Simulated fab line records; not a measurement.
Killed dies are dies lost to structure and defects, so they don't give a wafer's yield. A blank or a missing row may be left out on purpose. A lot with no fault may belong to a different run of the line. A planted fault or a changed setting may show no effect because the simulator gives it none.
Matching of chambers ; flow n5Finfet ; N5_BEOL_M9_ETCH_61 on rieDiel-04: 4 sister chambers
The step etches SiARC in CF4, target depth 39 nm, time 65 s. 4 wafers are shown with their chamber, then 10 later ones without.

== EACH WAFER AND ITS CHAMBER ==
wafer;chamber;drypumpMotorCurrentA (A)
L079.5;1;5.2
L083.1;2;6.2
L083.6;3;6.4
L084.5;0;5.9

== WAFERS MISSING THEIR CHAMBER ==
wafer;drypumpMotorCurrentA (A)
L084.6;5.3
L087.1;5.3
L087.3;6.2
L087.6;6.2
L094.2;5.3
L094.4;6.2
L094.5;5.3
L097.3;5.2
L097.4;6.4
L097.5;6.4

== THE CHAMBER EACH PASSED THROUGH ==
wafer;from the rows above;in truth
L084.6;1;1
L087.1;1;1
L087.3;2;2
L087.6;2;2
L094.2;1;1
L094.4;2;2
L094.5;1;1
L097.3;1;1
L097.4;3;3
L097.5;3;3
Correct placement for 10 of the 10. Number that these rows cannot place: 0. 0 placed wrongly.
How it was worked out, from the rows above alone: a wafer's distance from a chamber is the root of the sum, over the readings, of the square of ((its reading less the chamber's mean) divided by the reading's scatter). If the next closest chamber is less than 2 further off than the closest, the wafer can't be placed; otherwise it belongs to the closest. The mean given for a chamber averages the wafers shown for that chamber. The scatter: root of mean squared gap, hidden wafer to nearest shown wafer, with one shown wafer a chamber.
